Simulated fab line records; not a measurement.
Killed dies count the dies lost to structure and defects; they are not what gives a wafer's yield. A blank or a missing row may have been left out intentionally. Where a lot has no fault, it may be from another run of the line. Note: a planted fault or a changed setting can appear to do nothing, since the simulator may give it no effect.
fab line records | flow n5Finfet
record: lots: 6 wafers: 18 lastDay: 18
route steps=1938 shown GATE_CUT@472 BEOL_M4@1111 PASSIVATION@1936
lots that met no fault: taken from a fault-free run of the same line
startH: the number of hours between the record's first day and the start of the first shown wafer of the lot | waitH: hours elapsed since this lot's preceding step | " the same as in the row above | L1.1+2: one row covering several wafers at once | - no value present, or no start provided | * or withheld: withheld | < > ~ a bound
route shown NAME@n: names a module that has steps shown in the file, with the first one's number in the route | usual: mean and standard deviation over wafers with no fault | same: alike in all rows | chamber/n: place in a boat | sites: the reading at each site | _std_site: the standard deviation of these | _edge_site: inner sites' mean taken away from outer sites' mean | radiusMm: how far each site lies from the wafer's centre | mask NAME#n: copy n | behind: the most recent tool/chamber to have shaped the wafer | hold: why the lot was held/for how many hours/how that ended | device: whichever transistor did not switch (one of n, p or np) | end of line: the route-end tests of the same wafers | a step given without rows: its recipe and nothing more | killed: dies lost to structure and defects at the first sort, not the wafer's yield | map: a wafer's dies, x killed, . not, _ none there
set.NAME: the run value of the setting; set.NAME@STEP: its run value at that earlier step | model.NAME: the simulator's own value behind a step, which no gauge read
lots at some steps of the route; a table a step, a row a wafer
services: a tool's chamber out of use, with start hour (startH, from the record's first day; less than 0 if before it), hours out, and reason
== steps ==
step: N5_GATE_CUT_SRD_32
recipe: timeS: 30 tempC: 23 rinseLiquid: diw dry: ipaMarangoni
step: N5_GATE_CUT_SAC_CAP_01
recipe: material: SiNx targetThkA: 240 tempC: 400 aldPrecursorFamily: SiH2I2 aldCoReactant: N2/H2-plasma pulseTimeS: 1 aldCycles: 480 purgeTimeS: 2 coReactantPurgeTimeS: 2 pressureTorr: 2
usual: heaterPowerW: 872/96 precursorPulseHeightRel: 1.005/0.021 susceptorTempC: 400.01/0.2
same: aldCycles: 480
columns lot.wafer tool chamber startH waitH heaterPowerW precursorPulseHeightRel susceptorTempC
L620.4 aldSin-02 1 100.90 0.1 944 1.027 399.97
L620.5 " 0 101.98 1.2 900 1.029 399.96
L620.6 " 3 " " 792 1.021 399.68
L621.3 aldSin-01 0 106.91 0.2 777 1.011 399.73
L621.4 " 3 " " 918 0.993 400.07
L621.6 " 2 107.99 1.3 969 1.019 400.13
L631.2 aldSin-01 3 168.37 0.0 918 1.002 399.73
L631.3 " 0 " " 780 0.975 400.23
L631.4 " 2 " " 990 1.053 400.12
L638.1 aldSin-01 0 211.96 0.4 795 0.999 399.60
L638.2 " 3 " " 925 1.035 399.99
L638.4 " 3 213.04 1.5 932 1.003 400.21
L639.1 aldSin-02 0 214.33 0.0 851 0.980 399.87
L639.2 " 3 " " 802 1.016 399.66
L639.6 " 0 215.41 1.1 849 0.992 400.00
L640.1 aldSin-02 0 223.21 0.0 850 0.999 399.82
L640.3 " 1 " " 984 1.022 400.09
L640.6 " 2 224.29 1.1 737 1.057 400.22
step: N5_GATE_CUT_PECVD_57
recipe: material: SiNx targetThkA: 210 tempC: 400 precursor: SiH4/NH3/N2 pressureTorr: 1.5 rfW: 300
usual: heaterPowerW: 738/110 showerheadPlenumPTorr: 5.124/0.026 susceptorTempC: 400.01/0.24 throttleValvePct: 39.6/1.7
columns lot.wafer tool chamber startH waitH heaterPowerW showerheadPlenumPTorr susceptorTempC throttleValvePct
L620.4 pecvd-04 1 103.11 1.1 631 5.115 399.71 39.4
L620.5 " 0 " " 765 5.100 399.88 39.6
L620.6 " 2 " " 782 5.117 399.95 40.4
L621.3 pecvd-04 0 109.10 1.1 679 5.118 400.28 39.5
L621.4 " 2 " " 756 5.117 399.98 40.4
L621.6 " 1 " " 527 5.113 400.05 39.4
L631.2 pecvd-01 2 170.56 1.1 985 5.100 399.88 37.4
L631.3 " 2 " " 1023 5.104 399.69 37.3
L631.4 " 0 " " 966 5.174 399.66 41.3
L638.1 pecvd-02 0 214.15 1.1 754 5.117 399.96 39.3
L638.2 " 1 " " 596 5.126 400.48 41.9
L638.4 " 0 " " 748 5.123 400.09 39.3
L639.1 pecvd-04 0 216.52 1.1 788 5.110 399.85 40.1
L639.2 " 1 " " 615 5.140 399.74 39.6
L639.6 " 1 " " 623 5.114 400.09 39.5
L640.1 pecvd-04 0 225.40 1.1 797 5.107 399.63 39.8
L640.3 " 0 " " 793 5.104 400.05 40.0
L640.6 " 0 " " 776 5.112 399.61 40.2
step: N5_GATE_CUT_CMP_02
recipe: stopOn: SiO2 tOverpolishS: 12.7 postCmpClean: alkalineBrush downForcePsi: 2.5 platenRpm: 51.8 padVelocityMS: 1.0307 targetThkNm: 0
usual: motorCurrentA: 9.3/0.88 overpolishRunS: 12.700/0.0087 slurryFilterDpKPa: 13.50/0.15 timeToEndpointS: 24.0/2.6
columns lot.wafer tool chamber startH waitH motorCurrentA overpolishRunS slurryFilterDpKPa timeToEndpointS
L620.4 cmp-03 2 103.16 0.0 10.2 12.716 13.47 24.6
L620.5 " 2 " " 10.4 12.720 13.46 20.1
L620.6 " 3 " " 8.1 12.686 13.47 26.3
L621.4 cmp-03 2 109.25 0.1 9.6 12.698 13.30 22.2
L621.3 " 3 " " 8.2 12.707 13.34 24.2
L621.6 " 1 " " 10.6 12.707 13.75 23.3
L631.3 cmp-01 2 170.66 0.1 8.1 12.716 13.76 27.1
L631.2 " 3 " " 8.5 12.704 13.35 27.9
L631.4 " 1 " " 9.0 12.691 13.41 24.2
L638.1 cmp-03 3 214.23 0.1 8.2 12.694 13.52 23.8
L638.4 " 1 " " 10.0 12.710 13.58 24.5
L638.2 " 2 " " 10.0 12.695 13.26 20.6
L639.1 cmp-01 1 216.62 0.1 8.8 12.708 13.61 23.0
L639.2 " 0 " " 8.9 12.685 13.56 26.2
L639.6 " 2 " " 8.3 12.706 13.26 22.8
L640.3 cmp-03 0 225.50 0.1 9.5 12.698 13.51 24.0
L640.1 " 2 " " 10.6 12.709 13.26 23.4
L640.6 " 0 " " 9.3 12.693 13.26 23.5
step: N5_GATE_CUT_HM_DEP_46
recipe: material: SiO2 targetThkA: 1300 tempC: 400 precursor: TEOS/O2 pressureTorr: 6.5 rfW: 900 teosFlowSccm: 161.4 gas: O2 flowSccm: 2650 timeS: 26.6
usual: heaterPowerW: 569/130 showerheadPlenumPTorr: 8.335/0.021 susceptorTempC: 400.02/0.24 throttleValvePct: 18.6/0.73
columns lot.wafer tool chamber startH waitH heaterPowerW showerheadPlenumPTorr susceptorTempC throttleValvePct
L620.4 pecvd-01 2 103.52 0.1 767 8.328 399.90 17.4
L620.5 " 0 " " 590 8.347 399.77 19.0
L620.6 " 1 " " 661 8.310 399.45 19.3
L621.3 pecvd-02 0 109.50 0.0 463 8.344 400.34 18.4
L621.4 " 2 " " 424 8.355 400.04 17.1
L621.6 " 0 " " 471 8.355 400.35 18.2
L631.2 pecvd-04 1 170.99 0.0 371 8.336 399.54 18.4
L631.3 " 0 " " 575 8.338 399.93 18.5
L631.4 " 2 " " 587 8.354 400.25 19.0
L638.1 pecvd-01 1 214.56 0.0 702 8.320 399.89 19.3
L638.2 " 0 " " 744 8.373 399.72 19.2
L638.4 " 1 " " 748 8.311 399.53 19.1
L639.1 pecvd-02 2 216.95 0.0 451 8.353 399.92 17.3
L639.2 " 1 " " 377 8.333 400.32 19.6
L639.6 " 2 " " 470 8.343 400.15 17.2
L640.1 pecvd-02 2 225.83 0.0 477 8.359 400.13 17.1
L640.3 " 0 " " 519 8.350 400.65 18.5
L640.6 " 1 " " 464 8.350 399.95 19.8
step: N5_GATE_CUT_COAT_34
recipe: resist: SOC tempC: 250 timeS: 60 spinRpm: 1500 resistThkNm: 60
step: N5_GATE_CUT_COAT_35
recipe: resist: SiARC tempC: 220 timeS: 60 spinRpm: 1500 resistThkNm: 10
step: N5_GATE_CUT_COAT_27
recipe: resist: underlayer tempC: 205 timeS: 60 spinRpm: 1500 resistThkNm: 10
step: N5_GATE_CUT_COAT_07
recipe: resist: CAR-EUV spinRpm: 1500 resistThkNm: 30
step: N5_GATE_CUT_EBR_09
recipe: solvent: PGMEA ebrWidthMm: 1.5
step: N5_GATE_CUT_SOFTBAKE_08
recipe: tempC: 110 timeS: 60 resist: CAR-EUV
step: N5_GATE_CUT_EXPOSE_10
recipe: maskId: GATE_CUT na: 0.33 sourceShape: annular sigmaInner: 0.35 sigmaOuter: 0.8 polarization: unpolarized targetCdNm: 20 doseMj: 43.25
usual: reticleTempC: 23.00/0.12
columns lot.wafer tool chamber startH waitH mask reticleTempC model.GATE_CUT.overlayXNm
L620.4 euvScanner-01 0 103.85 - GATE_CUT#0 23.01 0
L620.5 " 0 " " GATE_CUT#0 22.95 0
L620.6 " 0 " " GATE_CUT#0 22.98 0
L621.3 euvScanner-01 0 109.72 - GATE_CUT#0 23.17 0
L621.4 " 0 " " GATE_CUT#0 23.34 0
L621.6 " 0 " " GATE_CUT#0 23.22 0
L631.2 euvScanner-01 0 171.20 - GATE_CUT#0 23.00 0
L631.3 " 0 " " GATE_CUT#0 22.77 0
L631.4 " 0 " " GATE_CUT#0 22.96 0
L638.1 euvScanner-01 0 214.76 - GATE_CUT#0 22.99 6.2
L638.2 " 0 " " GATE_CUT#0 23.04 6.2
L638.4 " 0 " " GATE_CUT#0 23.09 6.2
L639.1 euvScanner-01 0 217.15 - GATE_CUT#0 23.17 6.2
L639.2 " 0 " " GATE_CUT#0 22.95 6.2
L639.6 " 0 " " GATE_CUT#0 23.25 6.2
L640.1 euvScanner-02 0 226.16 - GATE_CUT#0 22.84 -0.4
L640.3 " 0 " " GATE_CUT#0 22.92 -0.4
L640.6 " 0 " " GATE_CUT#0 23.06 -0.4
step: N5_GATE_CUT_PEB_11
recipe: pebTempC: 100 pebTimeS: 60 resist: CAR-EUV
step: N5_GATE_CUT_DEVELOP_12
recipe: developTimeS: 30 developer: TMAH resist: CAR-EUV rinseLiquid: surfactantRinse dry: airSpin devTempC: 23
step: N5_GATE_CUT_CD_MEAS_13
recipe: targetCdNm: 20 landingEnergyEv: 500 detector: seInlens
usual: cdNm: 19.84/0.27
columns lot.wafer tool chamber startH waitH cdNm
L620.4 cdSem-01 0 103.96 - 19.64
L620.5 " 0 " " 20.06
L620.6 " 0 " " 19.77
L621.3 cdSem-01 0 109.84 - 19.70
L621.4 " 0 " " 19.86
L621.6 " 0 " " 20.11
L631.2 cdSem-01 0 171.33 - 19.67
L631.3 " 0 " " 20.09
L631.4 " 0 " " 20.32
L638.1 cdSem-02 0 214.89 - 19.62
L638.2 " 0 " " 19.85
L638.4 " 0 " " 20.35
L639.1 cdSem-03 0 217.28 - 20.01
L639.2 " 0 " " 19.99
L639.6 " 0 " " 20.10
L640.1 cdSem-02 0 226.29 - 19.20
L640.3 " 0 " " 19.35
L640.6 " 0 " " 19.68
step: N5_GATE_CUT_OVL_MEAS_14
recipe: pointsPerWafer: 522
usual: GATE_CUT_OVL: -0.5/0.64
columns lot.wafer tool chamber startH waitH GATE_CUT_OVL[nm]
L620.4 overlay-01 0 104.01 0.0 -0.9
L620.5 " 0 " " -1.1
L620.6 " 0 " " -1.1
L621.3 overlay-02 0 109.88 0.0 0.0
L621.4 " 0 " " -0.3
L621.6 " 0 " " 0.3
L631.2 overlay-02 0 171.36 0.0 0.0
L631.3 " 0 " " -1.4
L631.4 " 0 " " -0.7
L638.1 overlay-01 0 214.92 0.0 5.5
L638.2 " 0 " " 6.1
L638.4 " 0 " " 5.7
L639.1 overlay-01 0 217.31 0.0 5.6
L639.2 " 0 " " 4.9
L639.6 " 0 " " 5.6
L640.1 overlay-01 0 226.32 0.0 -1.3
L640.3 " 0 " " -0.8
L640.6 " 0 " " 0.4
step: N5_GATE_CUT_INSPECT_15
recipe: mode: adi inspectInstrument: brightfield
usual: rawDefectCount: 129/42
columns lot.wafer tool chamber startH waitH rawDefectCount
L620.4 defectInspect-01 - 104.06 0.0 165
L620.5 " - " " 217
L620.6 " - " " 251
L621.3 defectInspect-01 - 109.93 0.0 97
L621.4 " - " " 55
L621.6 " - " " 114
L631.2 defectInspect-02 - 171.41 0.0 141
L631.3 " - " " 141
L631.4 " - " " 160
L638.1 defectInspect-02 - 214.98 0.1 133
L638.2 " - " " 157
L638.4 " - " " 114
L639.1 defectInspect-02 - 217.37 0.1 138
L639.2 " - " " 158
L639.6 " - " " 105
L640.1 defectInspect-01 - 226.38 0.1 108
L640.3 " - " " 166
L640.6 " - " " 164
step: N5_BEOL_M4_RC_MEAS_101
usual: DIBL_N: 36.9/1.7 DIBL_P: 37.3/2.3 IOFF_N: 0.16/0.033 IOFF_P: 0.22/0.04 ION_N: 673/12 ION_P: 463/8 SS_N: 71.6/0.58 SS_P: 73.4/0.74 VT_N: 250/3.2 VT_P: -250/3.4
columns lot.wafer tool chamber startH waitH DIBL_N[mV/V] DIBL_P[mV/V] IOFF_N[nA/um] IOFF_P[nA/um] ION_N[uA/um] ION_P[uA/um] SS_N[mV/dec] SS_P[mV/dec] VT_N[mV] VT_P[mV]
L620.4 prober-02 0 186.59 0.5 35.9 37.2 0.16 0.22 677 467 72.1 72.7 249 -249
L620.5 " 0 " " 37.6 39.0 0.19 0.25 672 466 72.5 73.2 247 -248
L620.6 " 0 " " 34.1 35.3 0.13 0.18 663 454 71.8 72.8 252 -251
L621.3 prober-01 0 194.39 0.3 38.2 37.0 0.18 0.21 661 454 71.8 72.5 250 -253
L621.4 " 0 " " 38.1 36.8 0.17 0.21 685 463 72.0 73.0 248 -250
L621.6 " 0 " " 39.0 38.8 0.20 0.26 692 469 72.7 74.0 247 -249
L631.2 prober-02 0 255.07 0.2 36.3 35.5 0.14 0.21 684 471 71.3 73.1 250 -251
L631.3 " 0 " " 37.2 36.3 0.17 0.23 685 469 71.6 73.2 247 -248
L631.4 " 0 " " 39.6 40.3 0.22 0.31 704 488 72.5 74.1 245 -246
L639.1 prober-02 0 307.44 0.0 37.5 38.2 0.14 0.21 665 464 71.6 74.4 253 -250
L639.2 " 0 " " 38.8 40.8 0.19 0.26 682 473 71.6 74.9 248 -251
L639.6 " 0 " " 36.7 37.2 0.14 0.20 672 461 71.2 73.6 255 -253
L638.1 prober-01 0 308.00 0.0 39.3 41.1 0.21 0.27 674 461 72.5 74.2 247 -250
L638.2 " 0 " " 39.9 40.9 0.22 0.26 680 463 73.4 74.5 247 -250
L638.4 " 0 " " 38.5 39.9 0.18 0.25 677 466 72.4 74.5 252 -249
L640.1 prober-02 0 310.92 0.0 36.1 35.6 0.12 0.18 661 457 71.6 72.2 255 -253
L640.3 " 0 " " 37.0 37.3 0.14 0.21 683 468 70.8 72.8 251 -250
L640.6 " 0 " " 35.4 35.4 0.12 0.18 666 467 71.0 72.0 256 -251
step: N5_PASSIVATION_PROBE_49
usual: defectLimitedYield: 91.2/1.3 killed_at_M0_to_M3: 34/10 killed_at_M4_up: 13/4.6 killedAtContacts: 13/5.5 killedAtFrontEnd: 41/12 killedAtOther: 2.8/2.4 killedDies: 104/16 killedOnRim: 14/4.2 killedOpen: 67/12 killedShort: 33/7.2 sort_bin_5_function: 5.1/0.86 sort_bin_6_memory: 3.3/0.62 sortNPass: 1076/16 sortYieldPct: 91.2/1.3
same: grossDies: 1180 killedAtBackSide: 0 sort_bin_4_leakage[%]: 0 sort_bin_8_speed[%]: 0
columns lot.wafer tool chamber startH waitH defectLimitedYield[%] killed_at_M0_to_M3 killed_at_M4_up killedAtContacts killedAtFrontEnd killedAtOther killedDies killedOnRim killedOpen killedShort sort_bin_5_function[%] sort_bin_6_memory[%] sortNPass sortYieldPct[%]
L620.4 prober-01 - 299.02 0.2 89.9 33 12 11 61 2 119 21 64 47 5.6 3.8 1061 89.9
L620.5 prober-01 - 299.07 0.2 91.5 22 19 14 43 2 100 16 68 31 4.7 3.6 1080 91.5
L620.6 prober-01 - 299.12 0.3 90.3 21 15 8 68 2 114 16 71 40 5.7 3.6 1066 90.3
L621.3 prober-02 - 301.96 0.1 91.3 36 10 12 38 7 103 13 69 31 5.5 3.0 1077 91.3
L621.4 prober-02 - 302.01 0.2 91.0 41 8 24 30 3 106 10 73 30 5.2 3.1 1074 91.0
L621.6 prober-02 - 302.11 0.3 90.7 38 13 14 43 2 110 18 70 37 5.0 4.1 1070 90.7
L631.2 prober-02 - 359.04 0.1 92.5 32 11 15 30 1 89 7 54 32 3.9 3.1 1091 92.5
L631.3 prober-02 - 359.09 0.1 86.7 46 23 14 72 2 157 23 90 53 7.6 4.1 1023 86.7
L631.4 prober-02 - 359.14 0.2 89.2 32 17 4 72 2 127 17 75 48 5.5 4.7 1053 89.2
L638.1 prober-02 - 402.11 0.0 91.9 35 16 9 32 3 95 11 56 34 4.8 2.7 1085 91.9
L638.2 prober-02 - 402.16 0.1 91.8 38 12 8 36 3 97 11 52 37 4.9 2.9 1083 91.8
L638.4 prober-02 - 402.26 0.2 90.4 41 6 17 45 4 113 16 75 33 4.7 4.7 1067 90.4
L640.1 prober-02 - 407.13 0.0 92.2 44 10 9 28 1 92 11 55 31 4.0 3.4 1088 92.2
L640.3 prober-02 - 407.23 0.1 92.0 38 13 10 26 7 94 12 62 32 4.3 3.6 1086 92.0
L640.6 prober-02 - 407.38 0.3 91.7 45 15 10 25 3 98 15 61 34 5.1 3.0 1082 91.7
L639.1 prober-02 - 419.84 0.0 91.2 22 13 15 53 1 104 12 65 36 4.6 3.6 1076 91.2
L639.2 prober-02 - 419.89 0.1 91.3 34 12 14 42 1 103 13 63 34 4.9 3.4 1077 91.3
L639.6 prober-02 - 420.09 0.3 91.6 29 11 6 53 0 99 7 64 30 5.6 2.7 1081 91.6
killed by level:class
L620.4 FIN_SAQP:geometricParticle:short=18 FIN_SAQP:geometricParticle:open=8 MOL_CONTACT_COAG:geometricParticle:open=8 BEOL_M0_SAQP:geometricParticle:open=8 STI_FIN_REVEAL:geometricParticle:open=7 BEOL_M0_SAQP:geometricParticle:short=7 BEOL_M0:geometricParticle:open=7 GATE_CUT:geometricParticle:short=6
L620.5 STI_FIN_REVEAL:geometricParticle:open=13 MOL_CONTACT_COAG:geometricParticle:open=9 BEOL_M0_SAQP:geometricParticle:open=9 FIN_SAQP:geometricParticle:short=8 BEOL_M4:geometricParticle:open=8 BEOL_M3:geometricParticle:open=6 FIN_SAQP:geometricParticle:open=5 MOL_CONTACT_COAG:geometricParticle:short=5
L620.6 FIN_SAQP:geometricParticle:open=22 FIN_SAQP:geometricParticle:short=14 BEOL_M4:geometricParticle:open=8 MOL_CONTACT_COAG:geometricParticle:open=8 BEOL_M3:geometricParticle:open=7 STI_FIN_REVEAL:geometricParticle:short=6 STI_FIN_REVEAL:geometricParticle:open=5 ILD0:geometricParticle:short=4
L621.3 STI_FIN_REVEAL:geometricParticle:open=14 BEOL_M3:geometricParticle:open=10 FIN_SAQP:geometricParticle:short=9 MOL_CONTACT_COAG:geometricParticle:open=9 BEOL_M2:geometricParticle:open=8 DUMMY_GATE:geometricParticle:open=5 BEOL_M0_SAQP:geometricParticle:open=4 BEOL_M1:geometricParticle:open=4
L621.4 MOL_CONTACT_COAG:geometricParticle:open=19 BEOL_M1:geometricParticle:open=9 BEOL_M2:geometricParticle:open=8 BEOL_M3:geometricParticle:open=8 STI_FIN_REVEAL:geometricParticle:open=7 MOL_CONTACT_COAG:geometricParticle:short=5 BEOL_M0_SAQP:geometricParticle:open=5 GATE_CUT:geometricParticle:short=4
L621.6 FIN_SAQP:geometricParticle:short=13 STI_FIN_REVEAL:geometricParticle:open=10 MOL_CONTACT_COAG:geometricParticle:open=10 BEOL_M2:geometricParticle:open=10 BEOL_M3:geometricParticle:open=9 DUMMY_GATE:geometricParticle:open=8 BEOL_M0_SAQP:geometricParticle:open=6 BEOL_M3:geometricParticle:short=5
L631.2 MOL_CONTACT_COAG:geometricParticle:open=12 GATE_CUT:geometricParticle:short=8 BEOL_M0_SAQP:geometricParticle:open=7 GATE_CUT:geometricParticle:open=6 BEOL_M1:geometricParticle:open=6 BEOL_M0_SAQP:geometricParticle:short=5 BEOL_M2:geometricParticle:open=4 MOL_CONTACT_COAG:geometricParticle:short=3
L631.3 STI_FIN_REVEAL:geometricParticle:open=25 BEOL_M0_SAQP:geometricParticle:short=18 MOL_CONTACT_COAG:geometricParticle:open=11 HKMG_FIN:areaEtch=9 GATE_CUT:geometricParticle:short=8 BEOL_M3:geometricParticle:open=8 BEOL_M0_SAQP:geometricParticle:open=7 BEOL_M1:geometricParticle:open=7
L631.4 STI_FIN_REVEAL:geometricParticle:open=15 FIN_SAQP:geometricParticle:short=14 BEOL_M0_SAQP:geometricParticle:short=10 BEOL_M2:geometricParticle:open=8 BEOL_M5:geometricParticle:open=7 FIN_SAQP:geometricParticle:open=6 STI_FIN_REVEAL:geometricParticle:short=6 DUMMY_GATE:geometricParticle:open=6
L638.1 BEOL_M0_SAQP:geometricParticle:short=8 BEOL_M2:geometricParticle:open=8 BEOL_M0_SAQP:geometricParticle:open=6 MOL_CONTACT_COAG:geometricParticle:open=6 FIN_SAQP:geometricParticle:short=5 BEOL_M4:geometricParticle:short=5 STI_FIN_REVEAL:geometricParticle:open=4 BEOL_M3:geometricParticle:open=4
L638.2 BEOL_M0_SAQP:geometricParticle:short=9 FIN_SAQP:geometricParticle:open=8 FIN_SAQP:geometricParticle:short=8 BEOL_M2:geometricParticle:open=7 MOL_CONTACT_COAG:geometricParticle:open=6 BEOL_M0_SAQP:geometricParticle:open=6 ILD0:geometricParticle:short=5 BEOL_M1:geometricParticle:open=4
L638.4 FIN_SAQP:geometricParticle:open=21 MOL_CONTACT_COAG:geometricParticle:open=14 BEOL_M0_SAQP:geometricParticle:short=9 FIN_SAQP:geometricParticle:short=7 STI_FIN_REVEAL:geometricParticle:open=7 BEOL_M0_SAQP:geometricParticle:open=6 BEOL_M2:geometricParticle:open=6 BEOL_M3:geometricParticle:open=5
L640.1 FIN_SAQP:geometricParticle:short=10 BEOL_M2:geometricParticle:open=10 FIN_SAQP:geometricParticle:open=7 MOL_CONTACT_COAG:geometricParticle:open=7 BEOL_M3:geometricParticle:open=7 BEOL_M0_SAQP:geometricParticle:open=6 BEOL_M0_SAQP:geometricParticle:short=6 BEOL_M1:geometricParticle:open=4
L640.3 BEOL_M2:geometricParticle:open=11 BEOL_M3:geometricParticle:open=10 MOL_CONTACT_COAG:geometricParticle:open=8 BEOL_M1:geometricParticle:open=6 BEOL_M4:geometricParticle:short=6 FIN_SAQP:geometricParticle:open=5 BEOL_M4:geometricParticle:open=5 ILD0:geometricParticle:short=4
L640.6 BEOL_M2:geometricParticle:open=13 BEOL_M3:geometricParticle:open=9 MOL_CONTACT_COAG:geometricParticle:open=7 FIN_SAQP:geometricParticle:short=6 STI_FIN_REVEAL:geometricParticle:open=6 BEOL_M0_SAQP:geometricParticle:short=6 BEOL_M4:geometricParticle:short=6 DUMMY_GATE:geometricParticle:open=5
L639.1 FIN_SAQP:geometricParticle:short=14 FIN_SAQP:geometricParticle:open=13 MOL_CONTACT_COAG:geometricParticle:open=11 DUMMY_GATE:geometricParticle:open=7 STI_FIN_REVEAL:geometricParticle:open=6 BEOL_M3:geometricParticle:open=6 BEOL_M2:geometricParticle:open=5 STARTING-WAFER:geometricParticle:short=5
L639.2 MOL_CONTACT_COAG:geometricParticle:open=11 BEOL_M3:geometricParticle:open=8 FIN_SAQP:geometricParticle:open=7 FIN_SAQP:geometricParticle:short=6 STI_FIN_REVEAL:geometricParticle:open=6 GATE_CUT:geometricParticle:short=5 GATE_CUT:geometricParticle:open=4 BEOL_M0:geometricParticle:open=4
L639.6 FIN_SAQP:geometricParticle:open=19 FIN_SAQP:geometricParticle:short=11 BEOL_M1:geometricParticle:open=6 STI_FIN_REVEAL:geometricParticle:open=5 BEOL_M0_SAQP:geometricParticle:open=4 GATE_CUT:geometricParticle:open=4 GATE_CUT:geometricParticle:short=4 MOL_CONTACT_COAG:geometricParticle:open=4
== services ==
columns tool chamber startH hours kind
cmp-01 - 81.93 0.9 repair
euvScanner-01 - 82.55 1.0 pm
cmp-03 - 84.01 0.3 repair
aldSin-02 3 85.31 6.2 repair
aldSin-01 - 87.62 14.0 pm
cmp-01 - 102.25 1.0 repair
pecvd-02 - 102.66 6.0 pm
cmp-01 - 108.20 13.3 pm
aldSin-02 2 118.66 2.2 repair
pecvd-04 - 133.78 1.2 repair
euvScanner-01 - 138.70 1.0 pm
aldSin-01 - 144.75 4.3 pm
cmp-01 - 150.78 3.5 repair
cmp-03 - 153.40 0.4 repair
cmp-01 - 162.94 1.1 repair
aldSin-01 1 171.53 61.6 repair
aldSin-02 - 177.93 14.0 pm
aldSin-01 0 180.13 1.6 repair
pecvd-01 2 187.26 6.8 repair
euvScanner-01 - 194.85 1.0 pm
cmp-01 - 207.51 4.9 pm
cmp-03 - 211.58 1.2 repair
cmp-01 - 221.30 2.3 repair
euvScanner-01 - 221.53 4.6 pm
== key ==
firstSign: step: N5_GATE_CUT_OVL_MEAS_14 reading: GATE_CUT_OVL direction: up sigmas: 9.4 usual: -0.5 struck: 5.6
effect none on later readings
modelEffect: step: N5_GATE_CUT_EXPOSE_10 value: GATE_CUT.overlayXNm without: 0 struck: 6.2
metAt N5_GATE_CUT_EXPOSE_10
struckWafers L638.1,L638.2,L638.4,L639.1,L639.2,L639.6
onsetBetween 171.20 214.76
fault: kind: scannerMatchingOverlay tool: euvScanner-01 chamber: - onsetH: 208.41 steps: N5_GATE_CUT_EXPOSE_10 offset: 6.3201
